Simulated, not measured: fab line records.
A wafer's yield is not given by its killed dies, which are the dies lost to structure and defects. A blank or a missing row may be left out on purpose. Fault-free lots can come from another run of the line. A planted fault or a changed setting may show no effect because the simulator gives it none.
fab line records ; flow nand_harc
record: lots: 6; wafers: 18; last_day: 33
route steps=1302 shown A_BLC@1133 A_M0@1137 END@1302
lots untouched by any fault: they come from a run of this same line in which no faults occurred
start_h: start of the lot's first displayed wafer, in hours after the record's first day ; wait_h: hours elapsed since this lot's preceding step ; " same as the row above ; L1.1+2: a row that stands for several wafers ; - no value present, or no start provided ; * or withheld: withheld ; < > ~ a bound
route shown NAME@n: a module of which the file shows steps, and the number in the route of the first ; usual: mean/standard deviation taken from wafers without a fault ; same: alike in all rows ; chamber/n: place in a boat ; sites: per-site readings ; _std_site: standard deviation across them ; _edge_site: mean of outer sites minus mean of inner sites ; radius_mm: how far each site lies from the wafer's centre ; mask NAME#n: copy n ; behind: the most recent tool/chamber to have shaped the wafer ; hold: the reason the lot was held/the length of the hold in hours/how it ended ; device: names the non-switching transistor (n, p or np) ; end of line: the route-end tests of the same wafers ; a step given without rows: its recipe and nothing more ; killed: dies lost to structure and defects at the first sort, not the wafer's yield ; map: per-die view of a wafer (x killed, . not killed, _ where there is no die)
set.NAME: the setting the step ran with; set.NAME@STEP: the setting that earlier step ran with ; model.NAME: the simulator's own value behind a step, which no gauge read
lots at selected steps of the route; one table per step, one row per wafer
services: from which hour (start_h, from the record's first day; less than 0 if before it) a tool's chamber was out of use, for how many hours, and why
== steps ==
step: NHARC_A_BLC_CMP_25
recipe: t_overpolish_s: 30; target_thk_nm: 150
usual: motor_current_A: 12.1/1.6; overpolish_run_s: 30.001/0.0093; slurry_filter_dp_kPa: 13.50/0.13; time_to_endpoint_s: 31.2/2.6
same: t_overpolish_s: 30
lot.wafer;tool;chamber;start_h;wait_h;motor_current_A;overpolish_run_s;slurry_filter_dp_kPa;time_to_endpoint_s
L369.3;cmp-02;0;534.72;0.3;11.7;29.992;13.60;32.2
L369.4;cmp-02;1;534.72;0.3;11.7;30.012;13.62;36.2
L369.5;cmp-02;3;534.72;0.3;14.4;30.011;13.86;37.7
L376.1;cmp-04;1;624.79;0.4;12.3;30.015;13.39;34.7
L376.2;cmp-04;2;624.79;0.4;11.4;29.995;13.64;30.4
L376.3;cmp-04;3;624.79;0.4;12.6;30.008;13.54;31.7
L380.4;cmp-03;3;666.86;0.3;13.3;30.007;13.36;29.0
L380.2;cmp-03;0;666.86;0.3;14.8;29.993;13.64;28.5
L380.1;cmp-03;1;666.86;0.3;12.0;29.996;13.53;29.9
L383.2;cmp-02;1;680.32;0.5;12.0;29.997;13.40;31.7
L383.5;cmp-02;1;680.32;0.5;11.8;30.007;13.44;32.1
L383.6;cmp-02;2;680.32;0.5;11.7;30.009;13.38;30.9
L389.1;cmp-02;3;729.90;0.5;13.9;30.004;13.34;32.9
L389.6;cmp-02;3;729.90;0.5;14.0;30.002;13.44;31.9
L389.5;cmp-02;0;729.90;0.5;12.5;29.999;13.26;29.6
L388.1;cmp-04;2;737.81;0.5;10.7;29.999;13.50;28.9
L388.4;cmp-04;0;737.81;0.5;8.3;29.998;13.40;31.4
L388.5;cmp-04;3;737.81;0.5;12.6;29.987;13.40;33.5
step: NHARC_A_BLC_SRD_27
step: NHARC_A_BLC_INSPECT_28
usual: raw_defect_count: 548/140
lot.wafer;tool;chamber;start_h;wait_h;raw_defect_count
L369.3;defect_inspect-02;-;535.07;0.1;536
L369.4;defect_inspect-02;-;535.07;0.1;417
L369.5;defect_inspect-02;-;535.07;0.1;518
L376.1;defect_inspect-02;-;625.17;0.1;404
L376.2;defect_inspect-02;-;625.17;0.1;360
L376.3;defect_inspect-02;-;625.17;0.1;348
L380.1;defect_inspect-01;-;667.23;0.1;448
L380.2;defect_inspect-01;-;667.23;0.1;539
L380.4;defect_inspect-01;-;667.23;0.1;513
L383.2;defect_inspect-02;-;680.73;0.1;541
L383.5;defect_inspect-02;-;680.73;0.1;481
L383.6;defect_inspect-02;-;680.73;0.1;404
L389.1;defect_inspect-01;-;730.31;0.1;622
L389.5;defect_inspect-01;-;730.31;0.1;614
L389.6;defect_inspect-01;-;730.31;0.1;657
L388.1;defect_inspect-01;-;738.21;0.1;492
L388.4;defect_inspect-01;-;738.21;0.1;481
L388.5;defect_inspect-01;-;738.21;0.1;416
step: NHARC_A_M0_DEP_00
recipe: target_thk_a: 1500; target_thk_nm: 150; temp_c: withheld; pressure_torr: 5; flow_sccm: 200; rf_w: 600; material: SiOC
step: NHARC_A_M0_DEHYDRATE_01
recipe: temp_c: 150; time_s: 120
step: NHARC_A_M0_HMDS_02
recipe: time_s: 30
step: NHARC_A_M0_COAT_33
recipe: temp_c: 200; time_s: 65
step: NHARC_A_M0_COAT_03
recipe: spin_rpm: 1500; resist_thk_nm: 90
step: NHARC_A_M0_SOFTBAKE_04
recipe: temp_c: 105; time_s: 55
step: NHARC_A_M0_EBR_05
step: NHARC_A_M0_EXPOSE_06
recipe: na: 1.35; target_cd_nm: 80; dose_mj: 83.25; mask_id: A_M0
step: NHARC_A_M0_PEB_07
recipe: peb_temp_c: 100; peb_time_s: 65
usual: heater_power_total_W: 156.6/0.41; plate_temp_C: 99.99/0.13; resist_line_temp_C: 23.00/0.11
lot.wafer;tool;chamber;start_h;wait_h;heater_power_total_W;plate_temp_C;resist_line_temp_C
L369.3;litho_track-01;0;535.77;0.0;157.1;100.09;23.03
L369.4;litho_track-01;0;535.77;0.0;157.1;100.11;23.00
L369.5;litho_track-01;0;535.77;0.0;157.1;99.99;23.01
L376.1;litho_track-04;0;625.87;0.1;155.9;99.88;23.25
L376.2;litho_track-04;0;625.87;0.1;157.1;99.99;23.15
L376.3;litho_track-04;0;625.87;0.1;156.0;99.99;23.09
L380.1;litho_track-04;0;668.05;0.1;166.2;104.42;22.89
L380.2;litho_track-04;0;668.05;0.1;166.3;104.28;22.97
L380.4;litho_track-04;0;668.05;0.1;166.9;104.22;22.87
L383.2;litho_track-04;0;681.56;0.1;166.4;104.60;22.99
L383.5;litho_track-04;0;681.56;0.1;166.5;104.69;22.82
L383.6;litho_track-04;0;681.56;0.1;166.7;104.69;22.86
L389.1;litho_track-06;0;731.13;0.1;156.9;99.93;23.00
L389.5;litho_track-06;0;731.13;0.1;157.1;100.16;22.95
L389.6;litho_track-06;0;731.13;0.1;156.3;99.97;22.96
L388.1;litho_track-06;0;739.03;0.1;157.2;100.15;22.87
L388.4;litho_track-06;0;739.03;0.1;156.4;100.21;23.05
L388.5;litho_track-06;0;739.03;0.1;157.2;100.16;23.00
step: NHARC_A_M0_DEVELOP_08
recipe: develop_time_s: 35; dev_temp_c: 23
step: NHARC_A_M0_CD_MEAS_09
recipe: target_cd_nm: 80; landing_energy_ev: 500
usual: cd_nm: 80.4/0.78
lot.wafer;tool;chamber;start_h;wait_h;cd_nm
L369.3;cd_sem-01;0;535.85;-;80.3
L369.4;cd_sem-01;0;535.85;-;80.8
L369.5;cd_sem-01;0;535.85;-;79.0
L376.1;cd_sem-03;0;625.95;-;79.2
L376.2;cd_sem-03;0;625.95;-;80.4
L376.3;cd_sem-03;0;625.95;-;79.7
L380.1;cd_sem-02;0;668.13;-;96.5
L380.2;cd_sem-02;0;668.13;-;95.4
L380.4;cd_sem-02;0;668.13;-;96.3
L383.2;cd_sem-01;0;681.64;-;97.1
L383.5;cd_sem-01;0;681.64;-;96.7
L383.6;cd_sem-01;0;681.64;-;96.5
L389.1;cd_sem-03;0;731.21;-;78.8
L389.5;cd_sem-03;0;731.21;-;79.0
L389.6;cd_sem-03;0;731.21;-;80.8
L388.1;cd_sem-01;0;739.11;-;79.6
L388.4;cd_sem-01;0;739.11;-;80.7
L388.5;cd_sem-01;0;739.11;-;79.8
step: NHARC_A_M0_OVL_MEAS_10
recipe: pitch_nm: 160
usual: overlay_x_nm: 0.0/0.51; overlay_y_nm: 0.0/0.76
lot.wafer;tool;chamber;start_h;wait_h;overlay_x_nm;overlay_y_nm
L369.3;overlay-02;-;535.94;-;0.4;-0.9
L369.4;overlay-02;-;535.94;-;0.0;-1.2
L369.5;overlay-02;-;535.94;-;0.0;-1.2
L376.1;overlay-02;-;626.04;-;-0.3;1.0
L376.2;overlay-02;-;626.04;-;-0.3;0.6
L376.3;overlay-02;-;626.04;-;-0.8;0.5
L380.1;overlay-02;-;668.22;-;-0.4;1.0
L380.2;overlay-02;-;668.22;-;-0.4;1.0
L380.4;overlay-02;-;668.22;-;-0.4;0.6
L383.2;overlay-02;-;681.73;-;-0.4;0.7
L383.5;overlay-02;-;681.73;-;0.0;0.7
L383.6;overlay-02;-;681.73;-;-0.5;0.5
L389.1;overlay-02;-;731.30;-;0.9;-0.7
L389.5;overlay-02;-;731.30;-;0.8;-1.2
L389.6;overlay-02;-;731.30;-;0.6;-1.0
L388.1;overlay-01;-;739.20;-;0.9;-0.4
L388.4;overlay-01;-;739.20;-;0.2;-1.1
L388.5;overlay-01;-;739.20;-;0.2;-0.7
step: NHARC_A_M0_INSPECT_11
usual: raw_defect_count: 88/48
lot.wafer;tool;chamber;start_h;wait_h;raw_defect_count
L369.3;defect_inspect-01;-;535.97;0.0;27
L369.4;defect_inspect-01;-;535.97;0.0;25
L369.5;defect_inspect-01;-;535.97;0.0;25
L376.1;defect_inspect-01;-;626.07;0.0;63
L376.2;defect_inspect-01;-;626.07;0.0;69
L376.3;defect_inspect-01;-;626.07;0.0;65
L380.1;defect_inspect-02;-;668.26;0.0;141
L380.2;defect_inspect-02;-;668.26;0.0;141
L380.4;defect_inspect-02;-;668.26;0.0;160
L383.2;defect_inspect-02;-;681.76;0.0;24
L383.5;defect_inspect-02;-;681.76;0.0;28
L383.6;defect_inspect-02;-;681.76;0.0;27
L389.1;defect_inspect-02;-;731.34;0.0;67
L389.5;defect_inspect-02;-;731.34;0.0;63
L389.6;defect_inspect-02;-;731.34;0.0;58
L388.1;defect_inspect-02;-;739.23;0.0;38
L388.4;defect_inspect-02;-;739.23;0.0;49
L388.5;defect_inspect-02;-;739.23;0.0;43
step: NHARC_A_M0_DESCUM_14
recipe: time_s: 3; o2_flow_sccm: 200; ar_flow_sccm: 0; bias_power_w: 0; chemistry: O2
usual: chamber_pressure_mTorr: 60.00/0.056; drypump_motor_current_A: 5.6/0.38; oes_product_au: 0.999/0.014; rf_vpp_V: 57.8/0.82; showerhead_plenum_p_Torr: 1.94/0.069; throttle_valve_pct: 11.311/0.0088
lot.wafer;tool;chamber;start_h;wait_h;chamber_pressure_mTorr;drypump_motor_current_A;oes_product_au;rf_hours_counter_h;rf_vpp_V;showerhead_plenum_p_Torr;throttle_valve_pct;model.A_M0.cd_nm
L369.3;rie_diel-05;0;536.18;0.2;60.00;6.2;0.985;4.6;57.6;2.00;11.322;80.58
L369.4;rie_diel-05;2;536.18;0.2;60.00;5.2;1.003;5.5;56.4;2.04;11.313;80.93
L369.5;rie_diel-05;0;536.18;0.2;60.00;6.2;0.982;-;57.9;2.00;11.314;79.21
L376.3;rie_diel-04;0;626.13;0.1;60.01;5.7;0.982;4.1;57.9;1.82;11.308;80.26
L376.1;rie_diel-04;1;626.13;0.1;60.05;6.0;1.015;3.1;57.8;1.89;11.324;79.29
L376.2;rie_diel-04;3;626.13;0.1;60.04;6.2;1.022;4.7;58.7;1.88;11.309;81.51
L380.2;rie_diel-05;3;668.32;0.1;60.07;5.3;1.010;3.4;57.8;1.89;11.296;96.15
L380.1;rie_diel-05;1;668.32;0.1;60.11;5.3;0.991;3.2;59.6;2.03;11.320;95.91
L380.4;rie_diel-05;2;668.32;0.1;59.94;5.2;0.990;3.3;58.8;2.03;11.315;96.49
L383.2;rie_diel-06;1;681.85;0.1;60.01;6.0;0.985;0.6;57.6;1.98;11.315;97.95
L383.5;rie_diel-06;2;681.85;0.1;60.00;5.8;1.005;-;58.1;1.86;11.329;95.86
L383.6;rie_diel-06;3;681.85;0.1;59.94;5.4;0.963;-;57.8;1.95;11.330;96.55
L389.1;rie_diel-05;0;731.42;0.1;59.97;6.2;0.994;6.9;56.5;2.00;11.315;79.29
L389.6;rie_diel-05;1;731.42;0.1;60.01;5.3;0.994;-;59.8;2.03;11.310;80.38
L389.5;rie_diel-05;2;731.42;0.1;60.13;5.2;0.988;-;58.2;2.03;11.303;78.31
L388.1;rie_diel-06;0;739.29;0.1;60.03;5.3;0.970;2.9;57.6;1.91;11.301;78.83
L388.4;rie_diel-06;3;739.29;0.1;60.02;5.5;0.982;3.0;58.4;1.95;11.326;80.34
L388.5;rie_diel-06;0;739.29;0.1;59.97;5.3;0.974;-;57.6;1.91;11.328;79.51
step: NHARC_A_M0_ETCH_34
recipe: target_depth_a: 400; overetch_a: 120; time_s: 43.94; ion_energy_ev: 200; n2_flow_sccm: 150; h2_flow_sccm: 150; ar_flow_sccm: 0; rf_w: 400; bias_w: 150; chemistry: N2/H2
usual: chamber_pressure_mTorr: 29.993/0.027; drypump_motor_current_A: 5.6/0.39; oes_product_au: 1.000/0.015; rf_vpp_V: 431.3/2.1; showerhead_plenum_p_Torr: 2.06/0.075; throttle_valve_pct: 14.172/0.0097
lot.wafer;tool;chamber;start_h;wait_h;chamber_pressure_mTorr;drypump_motor_current_A;oes_product_au;rf_hours_counter_h;rf_vpp_V;showerhead_plenum_p_Torr;throttle_valve_pct
L369.3;rie_diel-05;3;536.27;0.1;29.999;5.3;1.021;5.8;429.4;2.02;14.178
L369.4;rie_diel-05;1;536.27;0.1;30.018;5.3;0.996;5.0;434.6;2.17;14.183
L369.5;rie_diel-05;2;536.27;0.1;30.015;5.2;0.995;-;433.7;2.17;14.185
L376.3;rie_diel-04;1;626.22;0.1;29.964;6.0;1.013;3.1;430.3;2.01;14.176
L376.1;rie_diel-04;2;626.22;0.1;29.954;5.2;0.998;3.7;432.6;2.07;14.183
L376.2;rie_diel-04;0;626.22;0.1;29.983;5.7;0.972;4.1;427.1;1.94;14.199
L380.2;rie_diel-05;2;668.41;0.1;30.003;5.2;0.992;3.3;433.2;2.17;14.173
L380.1;rie_diel-05;3;668.41;0.1;29.989;5.4;1.000;3.4;429.5;2.02;14.195
L380.4;rie_diel-05;0;668.41;0.1;30.008;6.2;0.984;3.3;433.7;2.14;14.157
L383.2;rie_diel-06;1;681.91;0.1;29.992;6.0;0.986;0.6;431.0;2.11;14.168
L383.6;rie_diel-06;1;681.91;0.1;29.946;6.0;1.008;-;432.4;2.11;14.162
L383.5;rie_diel-06;2;681.91;0.1;30.048;5.8;1.009;-;428.7;1.98;14.177
L389.1;rie_diel-05;1;731.49;0.1;30.010;5.3;0.998;7.0;433.5;2.17;14.177
L389.5;rie_diel-05;0;731.49;0.1;29.938;6.2;0.989;-;432.5;2.14;14.159
L389.6;rie_diel-05;1;731.49;0.1;29.963;5.3;0.987;-;433.7;2.17;14.191
L388.4;rie_diel-06;3;739.39;0.1;29.970;5.5;0.976;3.0;432.1;2.08;14.183
L388.1;rie_diel-06;0;739.39;0.1;30.043;5.3;0.976;2.9;430.9;2.04;14.170
L388.5;rie_diel-06;1;739.39;0.1;29.968;6.0;0.984;-;432.1;2.11;14.168
step: NHARC_A_M0_ETCH_15
recipe: target_depth_a: 1500; overetch_a: 150; time_s: 82.5; c4f8_flow_sccm: withheld; ar_flow_sccm: 400; rf_w: 600; bias_w: 300; chemistry: C4F8/Ar
usual: chamber_pressure_mTorr: 24.999/0.023; oes_product_au: 0.942/0.023; rf_vpp_V: 441.4/2.1
lot.wafer;tool;chamber;start_h;wait_h;chamber_pressure_mTorr;oes_product_au;rf_hours_counter_h;rf_vpp_V;model.A_M0.cd_nm
L369.3;rie_diel-05;2;-;-;24.950;0.923;5.6;444.9;79.79
L369.4;rie_diel-05;0;-;-;24.985;0.917;4.7;441.8;80.93
L369.5;rie_diel-05;2;-;-;24.987;0.910;-;443.7;78.2
L376.2;rie_diel-04;3;-;-;25.019;0.937;4.7;438.8;81.67
L376.3;rie_diel-04;0;-;-;24.954;0.892;4.1;438.8;80.73
L376.1;rie_diel-04;2;-;-;25.032;0.914;3.7;440.0;79.58
L380.2;rie_diel-05;3;-;-;24.986;0.933;3.5;439.6;96.16
L380.4;rie_diel-05;0;-;-;24.968;0.920;3.4;443.2;96.09
L380.1;rie_diel-05;1;-;-;25.001;0.937;3.3;444.8;95.52
L383.2;rie_diel-06;3;-;-;25.010;0.936;1.0;442.4;97.19
L383.5;rie_diel-06;3;-;-;24.955;0.928;-;442.4;95.47
L383.6;rie_diel-06;0;-;-;25.006;0.966;-;440.6;95.84
L389.1;rie_diel-05;1;-;-;25.002;0.936;7.0;443.5;79.45
L389.5;rie_diel-05;3;-;-;24.981;0.932;-;440.2;77.8
L389.6;rie_diel-05;0;-;-;24.998;0.914;-;442.4;80.34
L388.1;rie_diel-06;1;-;-;25.010;0.958;3.6;442.5;79.34
L388.4;rie_diel-06;2;-;-;24.988;0.983;3.5;438.6;80.81
L388.5;rie_diel-06;0;-;-;25.020;0.942;-;441.4;78.76
step: NHARC_A_M0_CD_MEAS_16
usual: cd_nm: 80.6/1.1
lot.wafer;tool;chamber;start_h;wait_h;cd_nm
L369.3;cd_sem-02;-;536.48;-;80.0
L369.4;cd_sem-02;-;536.48;-;80.8
L369.5;cd_sem-02;-;536.48;-;78.1
L376.1;cd_sem-03;-;626.43;-;79.8
L376.2;cd_sem-03;-;626.43;-;81.9
L376.3;cd_sem-03;-;626.43;-;81.0
L380.1;cd_sem-01;-;668.62;-;95.4
L380.2;cd_sem-01;-;668.62;-;96.1
L380.4;cd_sem-01;-;668.62;-;96.0
L383.2;cd_sem-03;-;682.12;-;97.6
L383.5;cd_sem-03;-;682.12;-;95.5
L383.6;cd_sem-03;-;682.12;-;95.8
L389.1;cd_sem-02;-;731.70;-;79.2
L389.5;cd_sem-02;-;731.70;-;78.0
L389.6;cd_sem-02;-;731.70;-;80.4
L388.1;cd_sem-01;-;739.59;-;78.9
L388.4;cd_sem-01;-;739.59;-;80.7
L388.5;cd_sem-01;-;739.59;-;78.8
step: NHARC_END_SORT_01
recipe: temp_c: 25
usual: defect_limited_yield: 90/3.8; killed_at_array: 61/26; killed_at_other: 0.8/1.1; killed_at_periphery: 4.0/2.6; killed_dies: 66/26; killed_open: 3.1/1.7; killed_short: 2.5/1.5
same: gross_dies: 677
lot.wafer;tool;chamber;start_h;wait_h;defect_limited_yield[%];killed_at_array;killed_at_other;killed_at_periphery;killed_dies;killed_open;killed_short
L369.3;prober-01;0;577.11;3.1;95;24;1;6;31;2;2
L369.4;prober-01;0;577.92;3.4;95;25;1;7;33;7;2
L369.5;prober-01;0;578.74;3.8;96;21;0;4;25;3;3
killed by level:class
L369.3 A_CHANNEL_HOLE_D2:chamber_film_flake=12 A_CONTACT:chamber_film_flake=6 A_CHANNEL_HOLE_D1:chamber_film_flake=2 A_WL_FILL:chamber_film_flake=2 P_STI:geometric_particle:short=1 P_GATE:geometric_particle:open=1 A_ONON_D1:geometric_particle:short=1 P_ZERO_WELL:chamber_film_flake=1
L369.4 A_CHANNEL_HOLE_D2:chamber_film_flake=11 A_CHANNEL_FILL_D1:geometric_particle:open=2 A_CHANNEL_HOLE_D1:chamber_film_flake=2 A_M1:chamber_film_flake=2 P_STI:geometric_particle:short=1 P_GATE:geometric_particle:short=1 P_CONTACT:geometric_particle:open=1 A_CHANNEL_FILL_D2:geometric_particle:open=1
L369.5 A_CHANNEL_HOLE_D2:chamber_film_flake=8 A_CONTACT:chamber_film_flake=4 A_STAIRCASE:chamber_film_flake=3 A_CHANNEL_HOLE_D1:chamber_film_flake=2 P_CONTACT:geometric_particle:short=1 P_CONTACT:geometric_particle:open=1 P_M0:geometric_particle:open=1 A_CHANNEL_FILL_D1:geometric_particle:short=1
== services ==
tool;chamber;start_h;hours;kind
rie_diel-06;-;521.13;2.3;repair
rie_diel-06;3;526.54;23.5;repair
cmp-02;-;526.66;4.0;pm
litho_track-06;-;529.01;7.0;pm
rie_diel-04;-;531.93;9.0;pm
rie_diel-06;2;532.32;9.6;repair
rie_diel-06;0;549.14;9.2;repair
litho_track-04;-;553.00;7.0;pm
rie_diel-06;2;553.34;5.1;repair
cmp-04;-;553.94;3.1;repair
rie_diel-06;0;571.40;1.4;repair
rie_diel-06;-;575.32;0.7;repair
rie_diel-04;2;581.62;3.1;repair
rie_diel-06;3;583.37;4.8;repair
rie_diel-05;-;583.60;9.0;pm
cmp-02;-;624.67;4.0;pm
rie_diel-06;-;661.20;9.0;pm
cmp-02;-;674.31;4.2;repair
rie_diel-06;-;691.62;0.2;repair
rie_diel-06;-;695.71;0.8;repair
rie_diel-04;-;708.93;9.0;pm
cmp-02;-;722.67;4.0;pm
litho_track-04;-;728.00;7.0;pm
cmp-02;-;732.00;1.5;repair
== key ==
first_sign: step: NHARC_A_M0_PEB_07; reading: plate_temp_C; direction: up; sigmas: 34; usual: *; struck: *
effect: step: NHARC_A_M0_PEB_07; reading: heater_power_total_W; direction: up; sigmas: 24; usual: *; struck: *
effect: step: NHARC_A_M0_CD_MEAS_09; reading: cd_nm; direction: up; sigmas: 20; usual: 80.4; struck: 96.4
effect: step: NHARC_A_M0_CD_MEAS_16; reading: cd_nm; direction: up; sigmas: 14; usual: 80.6; struck: 96.1
model_effect: step: NHARC_A_M0_DESCUM_14; value: A_M0.cd_nm; without: 80.74; struck: 96.49
model_effect: step: NHARC_A_M0_ETCH_15; value: A_M0.cd_nm; without: 80.3; struck: 96.04
met_at NHARC_A_M0_PEB_07
struck_wafers L380.1,L380.2,L380.4,L383.2,L383.5,L383.6
onset_between 625.87 668.05
fault: kind: process_parameter_drift; tool: litho_track-04; chamber: -; onset_h: 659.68; steps: NHARC_A_M0_PEB_07; channel: peb_temp_c; offset: *; shape: step; end_h: 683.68; acts_in: *; stated: *
